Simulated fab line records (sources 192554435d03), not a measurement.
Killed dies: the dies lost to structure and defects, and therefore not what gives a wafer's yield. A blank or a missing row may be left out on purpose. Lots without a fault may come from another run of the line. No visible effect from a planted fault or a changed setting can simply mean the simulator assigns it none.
Which tool did it?	flow n5-finfet	9 lots with 27 wafers sampled at 4 steps, on a route of 1938 steps

== WHAT EACH GAUGE READ, for each wafer ==
N5_BEOL_M1_CD_MEAS_18: pitch 36 nm, target cd 18 nm.
lot	measured	on	cd-nm (nm)
L813	day 6 21:51	cd-sem-02	18.4 17.6 18.1
L812	day 6 21:51	cd-sem-03	17.9 17.8 17.4
L818	day 8 03:30	cd-sem-01	18.2 17.9 17.8
L819	day 8 08:53	cd-sem-03	17.7 17.7 18.1
L824	day 9 20:56	cd-sem-02	17.9 18.4 17.6
L826	day 10 04:05	cd-sem-03	18.3 18.7 18.0
L831	day 11 07:28	cd-sem-03	18.0 18.8 18.0
L833	day 11 16:17	cd-sem-01	17.9 18.1 18.4
L834	day 12 06:20	cd-sem-02	18.8 18.2 18.3

== WHICH TOOL RAN EACH LOT (tool, then ch and the chambers of the sampled wafers, then the start) ==
lot	N5_BEOL_M0_DEP_125	N5_BEOL_M1_ETCH_64	N5_BEOL_M1_HM_OPEN_17
L813	pecvd-02 ch 0,2, day 6 20:07	rie-diel-02 ch 0,1,3, day 6 21:26	rie-metal-03 ch 0,1, day 6 21:42
L812	pecvd-03 ch 1,2, day 6 20:13	rie-diel-03 ch 1,2, day 6 21:29	rie-metal-01 ch 0,1, day 6 21:40
L818	pecvd-03 ch 1,2, day 7 23:40	rie-diel-03 ch 0,1,3, day 8 03:10	rie-metal-03 ch 0,1, day 8 03:19
L819	pecvd-03 ch 0,2, day 8 05:40	rie-diel-03 ch 1,2, day 8 08:28	rie-metal-01 ch 0,1, day 8 08:38
L824	pecvd-02 ch 0,1, day 9 15:46	rie-diel-03 ch 0,1,3, day 9 20:35	rie-metal-02 ch 0,1, day 9 20:44
L826	pecvd-01 ch 1,2, day 10 01:24	rie-diel-03 ch 1,2,3, day 10 03:44	rie-metal-01 ch 0,1, day 10 03:54
L831	pecvd-03 ch 0,1, day 11 04:01	rie-diel-04 ch 2,3, day 11 07:02	rie-metal-02 ch 1, day 11 07:16
L833	pecvd-02 ch 0,2, day 11 13:41	rie-diel-04 ch 0,1,2, day 11 15:56	rie-metal-01 ch 1, day 11 16:07
L834	pecvd-02 ch 0,1,2, day 12 01:52	rie-diel-02 ch 0,1,2, day 12 05:58	rie-metal-01 ch 0, day 12 06:08
- N5_BEOL_M0_DEP_125: deposits SiCN from 3MS/NH3, target thk 8 nm, time 14 s.
- N5_BEOL_M1_ETCH_64: etches SOC in N2/H2, target depth 75 nm, overetch 15 nm, time 112.5 s.
- N5_BEOL_M1_HM_OPEN_17: chemistry Cl2/BCl3, target TiN, target depth 20 nm, overetch 6 nm.

== THE ANSWER, worked out from the rows above alone ==
Rule: the lots themselves supply what counts as usual. Put in order of their means at a reading, lots are off if they are a third of the lots or fewer, leave a main group of 4 or more, and stand apart from it by a gap of 3 or more times the standard deviation of the main group's means; of several such gaps the widest counts. A main group whose means are all the same, to the digits that the tables above print for the reading, isn't used. A lot without any number at a reading at which 4 lots or more have one is off too. The other lots that the step has rows for count as sound.
None of the lots is off at any reading shown; this tells nothing.

== WHAT HAD BEEN PUT IN BY THE SIMULATOR ==
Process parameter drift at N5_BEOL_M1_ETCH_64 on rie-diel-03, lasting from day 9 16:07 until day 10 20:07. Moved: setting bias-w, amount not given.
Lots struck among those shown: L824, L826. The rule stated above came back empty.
